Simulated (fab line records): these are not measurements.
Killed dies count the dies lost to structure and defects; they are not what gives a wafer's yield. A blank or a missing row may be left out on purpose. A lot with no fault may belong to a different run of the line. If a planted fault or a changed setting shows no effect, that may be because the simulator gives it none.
A struck lot beside a sound one :: flow n5Finfet :: 36 out of 1938 route steps
Sound: the wafers L498.1, L498.2, L498.3. Struck: wafer L506.2 (left out: L506.5, L506.6 of the same lot, which were not struck); the cause appears at the end.
At each step with rows: each side's tool, then ch and its chambers, then its first start. Under that, the readings that differ: sound wafers :: struck wafers :: difference of the means :: sigmas: that difference in standard deviations of wafers without a fault.
alike: words and numbers the same on both sides, and readings whose means are apart by under 2 such deviations; not compared: readings that were withheld, readings missing a value for some wafer, numbers with overlapping values and no deviation given by the record, and bounds like >300 which may hide the same value.
Wherever a step has rows on one side only, a row that says differs or no value, or a row with sigmas, the two part there. Numbers that don't overlap but have no deviation are shown without sigmas and don't part them. A reading missing from all wafers of one side parts the sides only when that side holds two or more wafers.

first, 8 steps without rows for these wafers: N5_BEOL_M1_ECD_50 (material Cu, target thk 300 nm); N5_BEOL_M1_ANNEAL_51 (time 90 s); N5_BEOL_M1_CMP_52 (polishes, stops on SiOC, t overpolish 6.8 s, target thk 40 nm); N5_BEOL_M1_PRE_CLEAN_60 (time 15 s); N5_BEOL_M1_CO_CAP_55 (material Co, precursor CCTBA/H2, target thk 2 nm, time 102.1 s); N5_BEOL_M1_PRE_CLEAN_56 (time 15 s); N5_BEOL_M1_DEP_57 (deposits SiCN from 3MS/NH3, target thk 8 nm, time 14 s); N5_BEOL_M2_ILD_DEP_00 (deposits SiOC from DEMS/O2, target thk 79 nm, time 15.3 s).
N5_BEOL_M2_PECVD_72: deposits SiO2 from TEOS/O2, target thk 16 nm, time 18 s.
  sound on pecvd-03 ch 0,1,2, day 9 20:03; struck on pecvd-03 ch 0, day 12 01:12
reading: susceptorTempC (C)
sound: 399.95 399.93 399.85
struck: 405.55
difference: +5.64
sigmas: +28
  alike: chamberPressureTorr, heaterPowerW, showerheadPlenumPTorr, throttleValvePct
  not compared: model.SiO2_of_BEOL_M2_PECVD_72.thkNm
then, 25 steps without rows for these wafers: N5_BEOL_M2_HM_DEP_02 (deposits TiN, target thk 20 nm); N5_BEOL_M2_COAT_61 (time 60 s, resist thk 60 nm); N5_BEOL_M2_COAT_62 (time 60 s, resist thk 12 nm); N5_BEOL_M2_COAT_73 (time 60 s, resist thk 5 nm); N5_BEOL_M2_COAT_05 (resist thk 30 nm); N5_BEOL_M2_EBR_07; N5_BEOL_M2_SOFTBAKE_06 (time 60 s); N5_BEOL_M2_EXPOSE_08 (exposes mask M2); N5_BEOL_M2_PEB_09 (peb time 60 s); N5_BEOL_M2_DEVELOP_10 (develop time 30 s); N5_BEOL_M2_DESCUM_16 (chemistry O2, time 7 s); N5_BEOL_M2_ETCH_74 (etches underlayer in N2/H2, target depth 6.5 nm, time 5.2 s); N5_BEOL_M2_ETCH_63 (etches SiARC in CF4, target depth 15.6 nm, time 26 s); N5_BEOL_M2_ETCH_64 (etches SOC in N2/H2, target depth 75 nm, overetch 22.5 nm, time 121.9 s); N5_BEOL_M2_STRIP_65 (strips in N2/H2); N5_BEOL_M2_STRIP_75 (strips in N2/H2); N5_BEOL_M2_STRIP_66 (strips in CF4); N5_BEOL_M2_HM_OPEN_17 (chemistry Cl2/BCl3, target TiN, target depth 20 nm, overetch 6 nm); N5_BEOL_M2_STRIP_19 (strips in O2); N5_BEOL_M2_COAT_67 (time 60 s, resist thk 60 nm); N5_BEOL_M2_COAT_68 (time 60 s, resist thk 12 nm); N5_BEOL_M2_COAT_76 (time 60 s, resist thk 5 nm); N5_BEOL_M2_COAT_22 (resist thk 30 nm); N5_BEOL_M2_EBR_24; N5_BEOL_M2_SOFTBAKE_23 (time 60 s).
N5_BEOL_M2_HM_STRIP_39: strips TiN in peroxide tin strip, target depth 25 nm, time 158 s.
  sound on wetBench-04 ch 3,4,5, day 10 05:47; struck on wetBench-01 ch 1, day 12 14:17
  alike: tempC
  not compared: model.SiO2_of_BEOL_M2_PECVD_72.thkNm
N5_BEOL_M4_RC_MEAS_101:
  sound on prober-01 ch 0, day 11 04:43; struck on prober-02 ch 0, day 13 22:26
reading: DIBL_P (mV/V)
sound: 33.8 32.7 35.3
struck: 39.3
difference: +5.4
sigmas: +2
  alike: DIBL_N, IOFF_N, IOFF_P, ION_N, ION_P, SS_N, SS_P, VT_N, VT_P

WHERE THEY PART
Earliest at N5_BEOL_M2_PECVD_72; latest, in this record, at N5_BEOL_M4_RC_MEAS_101.

WHY: whatever the simulator had introduced
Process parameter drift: pecvd-03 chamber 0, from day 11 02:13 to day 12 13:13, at N5_BEOL_M2_PECVD_72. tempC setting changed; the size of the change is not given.
